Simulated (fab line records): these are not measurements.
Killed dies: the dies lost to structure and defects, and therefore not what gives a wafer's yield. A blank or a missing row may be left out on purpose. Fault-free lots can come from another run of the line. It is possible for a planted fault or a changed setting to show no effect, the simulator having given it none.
Matching of chambers + flow nand harc + NHARC_P_BONDPAD_DESCUM_11 on rie diel-02: 4 sister chambers
The step chemistry O2, time 3 s. 8 wafers are shown with their chamber, then 9 later ones without.

## EACH WAFER AND ITS CHAMBER
| wafer  | chamber | drypump motor current A (A) | oes product au (a.u.) |
|--------|---------|-----------------------------|-----------------------|
| L735.4 | 1       | 6.5                         | 0.987                 |
| L736.5 | 1       | 6.5                         | 0.993                 |
| L739.1 | 0       | 5.3                         | 0.980                 |
| L739.3 | 3       | 6.0                         | 1.008                 |
| L739.4 | 2       | 5.9                         | 0.996                 |
| L740.3 | 3       | 6.1                         | 1.017                 |
| L740.5 | 2       | 5.9                         | 1.004                 |
| L740.6 | 0       | 5.3                         | 0.989                 |

## WAFERS WITH NO CHAMBER GIVEN
| wafer  | drypump motor current A (A) | oes product au (a.u.) |
|--------|-----------------------------|-----------------------|
| L741.1 | 5.3                         | 0.979                 |
| L741.2 | 5.9                         | 0.988                 |
| L741.6 | 6.0                         | 1.005                 |
| L751.2 | 6.0                         | 0.987                 |
| L751.3 | 5.3                         | 0.989                 |
| L751.6 | 6.5                         | 0.993                 |
| L750.1 | 5.3                         | 0.985                 |
| L750.3 | 5.9                         | 1.012                 |
| L750.4 | 6.0                         | 0.999                 |

## EACH ONE'S CHAMBER
| wafer  | from the rows above     | in truth |
|--------|-------------------------|----------|
| L741.1 | 0                       | 0        |
| L741.2 | 2                       | 2        |
| L741.6 | can't be placed: 3 or 2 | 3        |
| L751.2 | can't be placed: 2 or 3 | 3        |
| L751.3 | 0                       | 0        |
| L751.6 | 1                       | 1        |
| L750.1 | 0                       | 0        |
| L750.3 | 2                       | 2        |
| L750.4 | can't be placed: 3 or 2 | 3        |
Placed correctly: 6 of 9. Not placeable from these rows: 3 (in 3, the candidates include the true chamber). Wrongly placed: 0.
How it was worked out, from the rows above alone: a wafer's distance from a chamber is the root of the sum, over the readings, of the square of ((its reading less the chamber's mean) divided by the reading's scatter). The wafer belongs to the nearest chamber; if the next one is less than 2 further off, it can't be placed. A chamber's mean is the mean of its shown wafers. How the scatter is found: for the shown wafers, subtract from each reading the mean of its chamber, square and add these, divide the total by (wafers less chambers), then take the root.
